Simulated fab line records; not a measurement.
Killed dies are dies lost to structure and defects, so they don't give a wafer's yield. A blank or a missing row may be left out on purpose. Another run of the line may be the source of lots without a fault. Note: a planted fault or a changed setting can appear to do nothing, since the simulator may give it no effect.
What tool caused it? | flow nand harc | 12 lots with 36 wafers sampled at 7 steps, on a route of 1302 steps

WHAT EACH GAUGE READ, for each wafer
NHARC_P_M1_INSPECT_27. Usual: raw defect count reads 326 (standard deviation 120).
lot  | measured     | on                | raw defect count | flag
L161 | day 6 13:38  | defect inspect-02 | 338 251 387      |
L163 | day 7 03:09  | defect inspect-02 | 195 200 164      |
L170 | day 10 06:26 | defect inspect-01 | 1581 1418 1615   | OFF
L171 | day 11 00:28 | defect inspect-01 | 1966 1611 1885   | OFF
L174 | day 11 13:59 | defect inspect-02 | 280 356 276      |
L177 | day 13 04:31 | defect inspect-02 | 433 392 283      |
L178 | day 13 05:55 | defect inspect-01 | 313 180 335      |
L179 | day 13 22:20 | defect inspect-02 | 190 260 322      |
L180 | day 14 03:28 | defect inspect-01 | 214 306 384      |
L182 | day 15 08:09 | defect inspect-01 | 227 314 304      |
L184 | day 15 18:32 | defect inspect-01 | 395 429 368      |
L183 | day 15 18:53 | defect inspect-01 | 399 438 537      |

NHARC_P_M2_INSPECT_11. Usual: raw defect count reads 5 (standard deviation 3.3).
lot  | measured     | on                | raw defect count | flag
L161 | day 6 15:08  | defect inspect-02 | 17 8 13          |
L163 | day 7 04:41  | defect inspect-02 | 6 6 3            |
L170 | day 10 07:58 | defect inspect-01 | 1278 1236 1220   | OFF
L171 | day 11 01:52 | defect inspect-01 | 1235 1266 1254   | OFF
L174 | day 11 15:30 | defect inspect-01 | 8 10 7           |
L177 | day 13 06:02 | defect inspect-02 | 5 10 6           |
L178 | day 13 07:31 | defect inspect-02 | 4 1 4            |
L179 | day 13 23:52 | defect inspect-02 | 10 12 15         |
L180 | day 14 05:09 | defect inspect-02 | 7 6 4            |
L182 | day 15 09:41 | defect inspect-02 | 2 4 3            |
L184 | day 15 20:04 | defect inspect-02 | 10 10 7          |
L183 | day 15 20:23 | defect inspect-01 | 8 6 10           |

NHARC_END_SORT_01. Usual: for defect limited yield, 90 % with a standard deviation of 3.1; for killed at array, 59 with a standard deviation of 20; for killed at other, 0.8 with a standard deviation of 1.1; for killed at periphery, 5 with a standard deviation of 3.1; for killed dies, 64 with a standard deviation of 21; for killed open, 3.4 with a standard deviation of 1.9; for killed short, 2.3 with a standard deviation of 1.7.
lot  | measured     | on        | defect limited yield (%) | killed at array | killed at other | killed at periphery | killed dies | killed open | killed short | flag
L170 | day 27 22:22 | prober-02 | 15 15 15                 | 24 32 33        | 0 0 0           | 554 544 540         | 578 576 573 | 2 0 1       | 0 0 1        | OFF
L171 | day 29 02:28 | prober-01 | 15 17 16                 | 38 35 34        | 0 0 0           | 540 527 536         | 578 562 570 | 1 2 5       | 0 1 0        | OFF
L180 | day 32 06:26 | prober-01 | 89 87 86                 | 69 79 85        | 1 0 2           | 5 7 6               | 75 86 93    | 0 4 3       | 1 3 1        |

EACH LOT AND THE TOOL THAT RAN IT (in order: tool; ch and the chambers of the sampled wafers; start)
lot  | NHARC_P_M1_STRIP_18                | NHARC_P_M1_CMP_23             | NHARC_P_M1_PRE_CLEAN_32         | NHARC_P_M1_DEP_33
L161 | rie diel-08 ch 0,2,3, day 6 11:29  | cmp-02 ch 0,1,2, day 6 13:14  | pecvd-02 ch 0,1,2, day 6 13:43  | pecvd-02 ch 0,1,2, day 6 13:47
L163 | rie diel-11 ch 0,2,3, day 7 00:58  | cmp-01 ch 2,3, day 7 02:41    | pecvd-02 ch 0,1,2, day 7 03:16  | pecvd-02 ch 0,1,2, day 7 03:26
L170 | rie diel-11 ch 1,3, day 10 04:15   | cmp-01 ch 0,1,3, day 10 06:00 | pecvd-04 ch 0,1,2, day 10 06:31 | pecvd-04 ch 0,1,2, day 10 06:35
L171 | rie diel-08 ch 1,2, day 10 22:16   | cmp-01 ch 0,3, day 10 23:59   | pecvd-02 ch 0,2, day 11 00:33   | pecvd-02 ch 0,2, day 11 00:39
L174 | rie diel-08 ch 0,3, day 11 11:47   | cmp-04 ch 0,1,2, day 11 13:34 | pecvd-03 ch 0,1,2, day 11 14:05 | pecvd-03 ch 0,1,2, day 11 14:13
L177 | rie diel-08 ch 0,1,2, day 13 02:23 | cmp-02 ch 0,2,3, day 13 04:04 | pecvd-02 ch 0,2, day 13 04:35   | pecvd-02 ch 0,2, day 13 04:40
L178 | rie diel-11 ch 0,1,2, day 13 03:46 | cmp-02 ch 0,1, day 13 05:27   | pecvd-02 ch 0,1,2, day 13 06:00 | pecvd-02 ch 0,1,2, day 13 06:07
L179 | rie diel-08 ch 0,1,3, day 13 20:09 | cmp-01 ch 0,1,2, day 13 21:52 | pecvd-03 ch 1,2, day 13 22:25   | pecvd-03 ch 1,2, day 13 22:29
L180 | rie diel-11 ch 0,3, day 14 00:47   | cmp-01 ch 0,2, day 14 03:02   | pecvd-02 ch 0,2, day 14 03:34   | pecvd-02 ch 0,2, day 14 03:43
L182 | rie diel-08 ch 1,3, day 15 05:59   | cmp-04 ch 1,2,3, day 15 07:44 | pecvd-04 ch 0,1,2, day 15 08:13 | pecvd-04 ch 0,1,2, day 15 08:18
L184 | rie diel-13 ch 0,1, day 15 16:16   | cmp-04 ch 0,1, day 15 18:05   | pecvd-03 ch 0,1,2, day 15 18:37 | pecvd-03 ch 0,1,2, day 15 18:41
L183 | rie diel-08 ch 0,2, day 15 16:42   | cmp-02 ch 0,2,3, day 15 18:26 | pecvd-02 ch 0,2, day 15 18:58   | pecvd-02 ch 0,2, day 15 19:04
- NHARC_P_M1_STRIP_18: strips in N2/H2.
- NHARC_P_M1_CMP_23: polishes, t overpolish 20 s, target thk 157.82 nm.
- NHARC_P_M1_PRE_CLEAN_32: time 12 s.
- NHARC_P_M1_DEP_33: deposits SiCN, target thk 30 nm.

AS READ BY THE TOOLS THEMSELVES (means over the sampled wafers that have a number; for cases with no such wafer, the mark the record gives instead)
NHARC_P_M1_STRIP_18. Usual: drypump motor current A 5.7 A, standard deviation 0.39; oes product au 1.003 a.u., standard deviation 0.013; rf vpp V 90.7 V, standard deviation 0.99; showerhead plenum p Torr 2.05 Torr, standard deviation 0.091; throttle valve pct 14.172 %, standard deviation 0.0088.
lot  | tool        | drypump motor current A (A) | oes product au (a.u.) | rf vpp V (V) | showerhead plenum p Torr (Torr) | throttle valve pct (%) | flag
L161 | rie diel-08 | 5.6                         | 1.017                 | 90.9         | 2.06                            | 14.177                 |
L163 | rie diel-11 | 5.7                         | 1.014                 | 90.8         | 2.08                            | 14.174                 |
L170 | rie diel-11 | 6.2                         | 1.001                 | 89.8         | 2.05                            | 14.171                 |
L171 | rie diel-08 | 5.7                         | 1.004                 | 89.1         | 2.04                            | 14.180                 |
L174 | rie diel-08 | 5.5                         | 0.998                 | 90.4         | 1.99                            | 14.168                 |
L177 | rie diel-08 | 5.6                         | 0.997                 | 90.3         | 2.05                            | 14.173                 |
L178 | rie diel-11 | 5.7                         | 1.006                 | 91.0         | 2.06                            | 14.170                 |
L179 | rie diel-08 | 5.6                         | 1.005                 | 89.6         | 1.97                            | 14.160                 |
L180 | rie diel-11 | 5.9                         | 1.016                 | 91.1         | 2.05                            | 14.169                 |
L182 | rie diel-08 | 5.6                         | 1.009                 | 90.4         | 1.96                            | 14.165                 |
L184 | rie diel-13 | 5.7                         | 1.007                 | 91.1         | 2.09                            | 14.176                 |
L183 | rie diel-08 | 5.7                         | 1.006                 | 90.9         | 2.13                            | 14.178                 |

NHARC_P_M1_CMP_23. Usual: motor current A 11.9 A, standard deviation 1.1; time to endpoint s 29 s, standard deviation 3.5.
lot  | tool   | motor current A (A) | time to endpoint s (s) | flag
L161 | cmp-02 | 11.8                | 33                     |
L163 | cmp-01 | 11.1                | 27                     |
L170 | cmp-01 | 11.8                | 28                     |
L171 | cmp-01 | 12.3                | 28                     |
L174 | cmp-04 | 12.1                | 30                     |
L177 | cmp-02 | 11.5                | 35                     |
L178 | cmp-02 | 12.4                | 31                     |
L179 | cmp-01 | 11.2                | 27                     |
L180 | cmp-01 | 11.0                | 27                     |
L182 | cmp-04 | 11.5                | 26                     |
L184 | cmp-04 | 12.6                | 33                     |
L183 | cmp-02 | 11.9                | 29                     |

NHARC_P_M1_PRE_CLEAN_32. Usual: heater power w reads 640 W (standard deviation 79).
lot  | tool     | heater power w (W) | flag
L161 | pecvd-02 | 712                |
L163 | pecvd-02 | 637                |
L170 | pecvd-04 | 621                |
L171 | pecvd-02 | 594                |
L174 | pecvd-03 | 635                |
L177 | pecvd-02 | 591                |
L178 | pecvd-02 | 686                |
L179 | pecvd-03 | 619                |
L180 | pecvd-02 | 578                |
L182 | pecvd-04 | 610                |
L184 | pecvd-03 | 619                |
L183 | pecvd-02 | 555                |

NHARC_P_M1_DEP_33. Usual: heater power w reads 584 W (standard deviation 73).
lot  | tool     | heater power w (W) | flag
L161 | pecvd-02 | 633                |
L163 | pecvd-02 | 612                |
L170 | pecvd-04 | 527                |
L171 | pecvd-02 | 582                |
L174 | pecvd-03 | 615                |
L177 | pecvd-02 | 559                |
L178 | pecvd-02 | 562                |
L179 | pecvd-03 | 541                |
L180 | pecvd-02 | 521                |
L182 | pecvd-04 | 526                |
L184 | pecvd-03 | 559                |
L183 | pecvd-02 | 531                |

THE ANSWER, worked out from the rows above alone
Rule: take the mean of a lot's wafers that have a number; if it is more than 3 standard deviations from the usual mean, the lot is off. Also off: a lot with no number at a reading for which 4 or more lots have one. All remaining lots with rows at the step are treated as sound. After the gauges, taken in route order, come the tools' own readings; for these a lot's mean is taken, as printed above. The first step at which some lot is off is used, and at that step the reading that is off furthest; a lot without a number counts as furthest.
Off, at NHARC_P_M1_INSPECT_27 on raw defect count: L170, L171.
If a tool, at a process step before that reading, ran all the lots that are off and no sound lot after the first of them, it fits. The gauges at NHARC_P_M1_INSPECT_27 aren't tried: what is off there is off at NHARC_END_SORT_01 too, on other tools, and a gauge's error can't cause that. None of those tried fits.

WHAT THE SIMULATOR HAD INSERTED
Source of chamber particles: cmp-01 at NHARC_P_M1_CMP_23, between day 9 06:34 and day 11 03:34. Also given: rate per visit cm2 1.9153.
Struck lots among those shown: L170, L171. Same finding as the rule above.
